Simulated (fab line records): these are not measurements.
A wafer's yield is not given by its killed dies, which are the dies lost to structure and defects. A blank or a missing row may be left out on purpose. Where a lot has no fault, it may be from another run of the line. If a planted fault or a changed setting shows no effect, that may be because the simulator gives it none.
Matching of chambers	flow nand_harc	NHARC_P_CONTACT_CMP_24 on cmp-03 has 4 sister chambers
The step polishes, t overpolish 30 s, target thk 200 nm. 16 wafers are shown with their chamber, then 8 later ones without.

== WAFERS PAIRED WITH THEIR CHAMBERS ==
wafer	chamber	motor_current_A (A)	time_to_endpoint_s (s)	retaining_ring_pressure_frac
L075.1	2	10.5	42	0.997
L075.5	0	13.4	44	0.998
L075.6	3	10.8	35	0.999
L077.2	0	13.7	42	1.004
L077.4	1	13.7	45	1.005
L077.6	2	10.3	42	1.005
L078.2	2	10.5	45	1.001
L078.4	3	10.9	39	1.001
L078.6	3	11.2	40	1.003
L086.1	3	11.0	40	0.999
L086.5	0	13.7	43	1.002
L086.6	3	10.8	40	1.004
L091.1	2	10.2	45	1.005
L091.2	1	13.3	45	1.012
L091.3	0	14.6	44	1.005
L093.1	3	11.4	40	1.000

SIGNATURES (averages over the wafers above)
reading	chamber 0	chamber 1	chamber 2	chamber 3	scatter within a chamber
motor_current_A	13.850	13.500	10.375	11.017	0.322
time_to_endpoint_s	43.25	45.00	43.50	39.00	1.63
retaining_ring_pressure_frac	1.00225	1.00850	1.00200	1.00100	0.00315
Rule: a wafer lies at a distance from a chamber equal to the root of the sum of squares, over the readings, of (its reading less the chamber's mean, divided by the reading's scatter). The wafer belongs to the nearest chamber; if the next one is less than 2 further off, it can't be placed. The scatter is the square root of a quotient: the sum, over the shown wafers, of each reading's squared deviation from its chamber's mean, divided by wafers minus chambers.

== WAFERS WHOSE CHAMBER IS MISSING ==
wafer	motor_current_A (A)	time_to_endpoint_s (s)	retaining_ring_pressure_frac
L093.3	13.6	46	1.005
L093.5	13.5	46	1.001
L092.2	10.8	39	1.009
L092.4	10.7	46	0.999
L092.6	14.4	45	1.001
L095.2	13.5	46	0.991
L095.3	11.0	39	0.994
L095.6	13.3	44	0.999

== WHICH CHAMBER EACH WENT THROUGH ==
wafer	from the rows above	in truth
L093.3	can't be placed: 1 or 0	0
L093.5	can't be placed: 0 or 1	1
L092.2	can't be placed: 3 or 2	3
L092.4	2	2
L092.6	can't be placed: 0 or 1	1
L095.2	can't be placed: 0 or 1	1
L095.3	3	3
L095.6	can't be placed: 0 or 1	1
Placed correctly: 2 of 8. These rows do not allow placing 6 (true chamber among the candidates in 6). Placed wrongly: 0.
